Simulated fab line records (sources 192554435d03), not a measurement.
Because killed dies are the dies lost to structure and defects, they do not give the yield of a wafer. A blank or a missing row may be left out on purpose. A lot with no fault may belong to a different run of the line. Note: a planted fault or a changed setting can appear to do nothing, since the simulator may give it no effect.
Split-lot experiment    flow n5-finfet    21 wafers read across 7 lots, on a route 1938 steps long

## ON THE SPLIT
At N5_WELL_APT_COAT_02 (resist thk 950 nm), the setting spin-rpm was moved away from the recipe's 1357 rpm on 5 of the 21 wafers read, by -10.2% to +8.1%. This setting was run at the recipe's value on the other wafers.

The reading comes from the split's own step.

## THE READING
coat_of_WELL_APT_COAT_02.thk-nm (the simulator's own value, which no gauge read), in nm, at N5_WELL_APT_COAT_02 (resist thk 950 nm). No usual value for it is given in the file. Across the 16 wafers here that went through the recipe, the average is 949.7 nm and the standard deviation 3.1 nm.

wafer   tool, chamber at the split  spin-rpm as run, rpm  against the recipe  coat_of_WELL_APT_COAT_02.thk-nm, nm  against lot-mates on the recipe
L074.1  litho-track-02, 0           1357                  recipe              943.1                                -
L074.4  litho-track-02, 0           1292                  -4.8%               967.5                                +21.5
L074.6  litho-track-02, 0           1357                  recipe              948.9                                -
L078.1  litho-track-01, 0           1259                  -7.2%               986.6                                +33.0
L078.2  litho-track-01, 0           1357                  recipe              955.2                                -
L078.5  litho-track-01, 0           1357                  recipe              952                                  -
L081.1  litho-track-01, 0           1357                  recipe              954.7                                -
L081.4  litho-track-01, 0           1357                  recipe              950.6                                -
L081.6  litho-track-01, 0           1357                  recipe              953                                  -
L083.1  litho-track-01, 0           1357                  recipe              946.5                                -
L083.2  litho-track-01, 0           1218                  -10.2%              999.9                                +51.9
L083.4  litho-track-01, 0           1357                  recipe              949.5                                -
L084.2  litho-track-02, 0           1357                  recipe              948                                  -
L084.3  litho-track-02, 0           1357                  recipe              946.9                                -
L084.6  litho-track-02, 0           1357                  recipe              951.9                                -
L093.3  litho-track-01, 0           1304                  -3.9%               968                                  +19.4
L093.4  litho-track-01, 0           1357                  recipe              949                                  -
L093.6  litho-track-01, 0           1357                  recipe              948.3                                -
L094.1  litho-track-03, 0           1467                  +8.1%               913.7                                -35.4
L094.5  litho-track-03, 0           1357                  recipe              951.5                                -
L094.6  litho-track-03, 0           1357                  recipe              946.7                                -

FIT RESULTS
A straight line over all 21 wafers: coat_of_WELL_APT_COAT_02.thk-nm changes by -4.7 nm for each +1% of spin-rpm; r = -0.98; the points scatter about the line by 3.2 nm.
The same after taking each lot's own level away (the mean of its wafers on the recipe; 21 wafers): -4.72 nm for each +1%; r = -0.99; scatter 2.1 nm.
According to that fit, moving spin-rpm by its largest amount changes the reading by 48 nm.
The span of the lots' own levels, 946.00 to 953.60 nm, comes to 2.4 times the standard deviation stated above.
Hence the lot-to-lot level has little effect on the slope; both slopes agree.
Check: +46.3 nm against its lot-mates is what the line predicts for one of the wafers moved furthest among these (-10.2%) when that wafer is left out of the fit. It came out at +51.9 nm against them.

## FURTHER SPLITS ON THESE WAFERS
Note: prior to the reading, these wafers also went through further splits. Each is held against what the fit with the lots' levels taken away leaves over:
other split on the same wafers   wafers away from the commonest value  r with coat_of_WELL_APT_COAT_02.thk-nm (lot level and that fit taken away)
N5_ZERO_LAYER_EXPOSE_08 dose-mj  8                                     +0.31

## THE FILE'S OWN FIT
coat_of_WELL_APT_COAT_02.thk-nm changes by -4.73 nm for each +1% of spin-rpm, r = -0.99.
